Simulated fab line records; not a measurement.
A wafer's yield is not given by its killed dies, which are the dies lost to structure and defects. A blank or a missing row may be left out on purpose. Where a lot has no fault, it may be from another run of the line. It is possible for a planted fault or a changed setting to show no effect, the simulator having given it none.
Which tool was responsible? | flow nandHarc | 18 wafers from 6 lots sampled at 4 of the route's 1159 steps

WHAT THE GAUGES READ, wafer by wafer
NHARC_END_SORT_01.
lot  | measured     | on        | killedOpen
L922 | day 19 12:35 | prober-02 | 5 1 1
L932 | day 21 11:22 | prober-02 | 4 3 2
L942 | day 24 23:45 | prober-02 | 2 3 3

WHAT TOOL EACH LOT RAN ON (gives the tool, then ch and the chambers of the sampled wafers, and finally the start)
lot  | NHARC_A_BONDPAD_DESCUM_11         | NHARC_A_BONDPAD_STRIP_15          | NHARC_A_BONDPAD_DEGAS_25
L922 | rieDiel-05 ch 0,2,3, day 18 03:25 | rieDiel-09 ch 0,2,3, day 18 03:49 | pvdSputter-03, day 18 04:23
L925 | rieDiel-09 ch 0,1,2, day 18 11:46 | rieDiel-02 ch 1,2,3, day 18 12:26 | pvdSputter-03, day 18 12:59
L932 | rieDiel-05 ch 0,2, day 20 03:40   | rieDiel-05 ch 0,2,3, day 20 04:04 | pvdSputter-02, day 20 04:36
L937 | rieDiel-09 ch 0,1,3, day 21 15:58 | rieDiel-09 ch 0,1,3, day 21 16:20 | pvdSputter-02, day 21 16:54
L941 | rieDiel-09 ch 0,1,2, day 23 02:49 | rieDiel-05 ch 0,3, day 23 03:15   | pvdSputter-02, day 23 03:49
L942 | rieDiel-05 ch 0,1,3, day 23 10:08 | rieDiel-02 ch 0,2,3, day 23 10:41 | pvdSputter-01, day 23 11:13
- NHARC_A_BONDPAD_DESCUM_11: chemistry O2, time 3 s.
- NHARC_A_BONDPAD_STRIP_15: strips in O2.
- NHARC_A_BONDPAD_DEGAS_25: time 60 s.

THE ANSWER, worked out from the rows above alone
Rule: the lots themselves supply what counts as usual. Put in order of their means at a reading, lots are off if they are a third of the lots or fewer, leave a main group of 4 or more, and stand apart from it by a gap of 3 or more times the standard deviation of the main group's means; of several such gaps the widest counts. A main group whose means are all the same, to the digits that the tables above print for the reading, isn't used. A lot without any number at a reading at which 4 lots or more have one is off too. Any other lot the step has rows for is counted as sound.
None of the lots is off at any reading shown; this tells nothing.

WHAT THE SIMULATOR HAD INSERTED
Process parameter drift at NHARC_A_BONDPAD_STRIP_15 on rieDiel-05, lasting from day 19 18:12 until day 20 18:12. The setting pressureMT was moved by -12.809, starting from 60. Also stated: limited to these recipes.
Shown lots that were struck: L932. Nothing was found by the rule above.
